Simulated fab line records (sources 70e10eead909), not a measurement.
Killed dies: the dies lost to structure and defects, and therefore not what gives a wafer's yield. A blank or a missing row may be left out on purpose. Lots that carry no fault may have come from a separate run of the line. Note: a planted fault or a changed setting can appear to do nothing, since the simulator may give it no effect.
A lot that was struck, set against a sound lot ; flow nand-harc ; 13 steps out of a route of 1159
Sound: these wafers, L340.1, L340.5, L340.6. Wafers L345.1, L345.3, L345.6 were the ones struck. The cause is given at the end.
Each step with rows lists, per side, the tool, then ch with its chambers, then its first start. Under that, the readings that differ: sound wafers ; struck wafers ; difference of the means ; sigmas: that difference in standard deviations of wafers without a fault.
alike: readings whose means differ by less than 2 such deviations, and words and numbers that are the same on both sides. not compared: withheld readings, readings that some wafer has no value for, bounds like >300 that may hide the same value, and numbers for which the record gives no deviation and whose values overlap.
A row with sigmas, a row that says differs or no value, or rows on one side alone: a step with any of these is where the two part. When numbers do not overlap yet have no deviation, they are printed without sigmas and do not part them. A reading that every wafer of one side lacks parts them only if that side has two wafers or more.

first, 1 step without rows for these wafers: NHARC_A_BLC_SRD_27.
NHARC_A_BLC_INSPECT_28:
  sound on defect-inspect-01, day 20 09:52; struck on defect-inspect-01, day 21 10:21
  alike: raw-defect-count
then, 9 steps without rows for these wafers: NHARC_A_M0_DEP_00 (deposits SiOC, target thk 150 nm); NHARC_A_M0_DEHYDRATE_01 (time 120 s); NHARC_A_M0_HMDS_02 (time 30 s); NHARC_A_M0_COAT_33 (time 65 s); NHARC_A_M0_COAT_03 (resist thk 90 nm); NHARC_A_M0_SOFTBAKE_04 (time 55 s); NHARC_A_M0_EBR_05; NHARC_A_M0_EXPOSE_06 (exposes mask A M0, target cd 80 nm); NHARC_A_M0_PEB_07 (peb time 65 s).
NHARC_A_M0_DEVELOP_08: develop time 35 s.
  sound on litho-track-06 ch 0, day 20 10:00; struck on litho-track-06, day 21 11:00
  no value came back on the struck wafers for chill-plate-temp-C (C), develop-time-s (s); on the sound wafers chill-plate-temp-C (C) reads 22.83 22.88 22.87
NHARC_A_M0_CD_MEAS_09: the cd target is 80 nm.
  sound on cd-sem-01 ch 0, day 20 10:46; struck on cd-sem-02 ch 0, day 21 11:15
reading;sound;struck;difference;sigmas
cd-nm (nm);80.3 81.1 80.6;- - -;no value on the struck wafers;

## WHERE THEY PART
Last at NHARC_A_M0_CD_MEAS_09 as far as this record goes, first at NHARC_A_M0_DEVELOP_08.

WHY: the cause the simulator had injected
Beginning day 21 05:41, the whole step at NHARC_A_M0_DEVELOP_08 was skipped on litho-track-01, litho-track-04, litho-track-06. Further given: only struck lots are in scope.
